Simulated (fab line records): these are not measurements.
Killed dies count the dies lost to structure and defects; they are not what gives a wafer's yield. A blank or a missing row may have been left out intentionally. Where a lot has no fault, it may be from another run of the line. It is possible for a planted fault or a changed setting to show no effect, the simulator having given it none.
Problem report, 8D (eight disciplines) form, completed by code :: flow nand harc :: the parts of the form that need people (team, actions taken, sign-off) are left out

== 1. THE PROBLEM ==
cd nm at NHARC_P_GATE_CD_MEAS_26 reads a mean of 126.1 nm on 6 wafers of 2 lots; wafers without a fault read 120.3 nm with a standard deviation of 0.74. That is +7.9 standard deviations from the usual mean.
The step: target cd 120 nm.
Seen first at day 10 23:43 on cd sem-02, wafer L193.1. Wafers with a number at this step in the record: 33, from 11 lots. By rule, "out" or "out of limits" means more than 4 standard deviations away from the usual mean. The other wafers with a number count as sound.

== 2. WHAT IT IS; WHAT IT IS NOT ==
question: which readings at this step
is: cd nm
is not: -

question: which lots
is: L192, L193
is not: L180, L182, L183, L184, L186, L196, L197, L200, L201

question: which wafers of those lots
is: all that have a number
is not: -

question: read on which gauges
is: cd sem-01, cd sem-02
is not: cd sem-03

question: when
is: from day 10 23:43
is not: up to then (15 sound wafers); but 12 sound wafers of L196, L197, L200, L201 came after

== 3. WHAT RULES OUT EACH SUSPECT ==
Counting: any tool at a process step up to the reading is kept as a suspect provided that every lot that is out went through it and no sound lot did after the first of them.
- the gauge at NHARC_P_GATE_CD_MEAS_26 has been ruled out. Those wafers that are out were read across 2 gauges (cd sem-01, cd sem-02).
- rie diel-13 at NHARC_P_STI_ETCH_31 (etches the open film in CF4/CHF3, target depth 108.9 nm, time 54.5 s): ruled out as a lasting fault. Sound lots L201 ran on it after its first lot that is out, L192 (day 8 08:28). NHARC_P_STI_ETCH_31 gives no start for some lots, so the hours and the order of its lots are those of NHARC_P_STI_ETCH_15.
- litho track-01 at NHARC_P_GATE_PEB_24 (peb time 65 s): ruled out as a lasting fault. Sound lots L201 ran on it after its first lot that is out, L193 (day 10 23:38).
Left after counting: nothing in the record.

== 4. THE CAUSE (what the simulator had put in) ==
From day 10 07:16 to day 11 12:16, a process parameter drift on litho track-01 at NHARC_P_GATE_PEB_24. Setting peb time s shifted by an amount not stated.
Counting ruled it out, wrongly: the rule takes a fault to strike every lot that its tool runs from its start on, and this one did not.

== 5. THE EFFECT CHAIN, in route order ==
Rows list readings where the struck wafers' mean (over those with a number) sits beyond 3 standard deviations from the usual. Only readings for which the record gives a usual standard deviation are gone through. hours: the time from each lot's start at the first step in this table that gives one to its start at this step, as a median over the lots. sigmas: the change in usual standard deviations.
hours: 0
step: NHARC_P_GATE_PEB_24
reading: heater power total W
usual: 156.6 W
on struck wafers: 170.9
change: +14.3
sigmas: +33

hours: 0
step: NHARC_P_GATE_CD_MEAS_26
reading: cd nm
usual: 120.3 nm
on struck wafers: 126.1
change: +5.8
sigmas: +7.9
Process steps it contains:
- NHARC_P_GATE_PEB_24: peb time 65 s.

== 6. WHAT WOULD HAVE CAUGHT IT SOONER ==
16 hours passed between the start of the fault at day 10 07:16 and the first reading out of limits at a measuring or inspecting step in this record, taken at day 10 23:43.
Tool's own readings at NHARC_P_GATE_PEB_24, heater power total W: out on all struck wafers the step has rows for; an alarm limit on them would have tripped on the first.
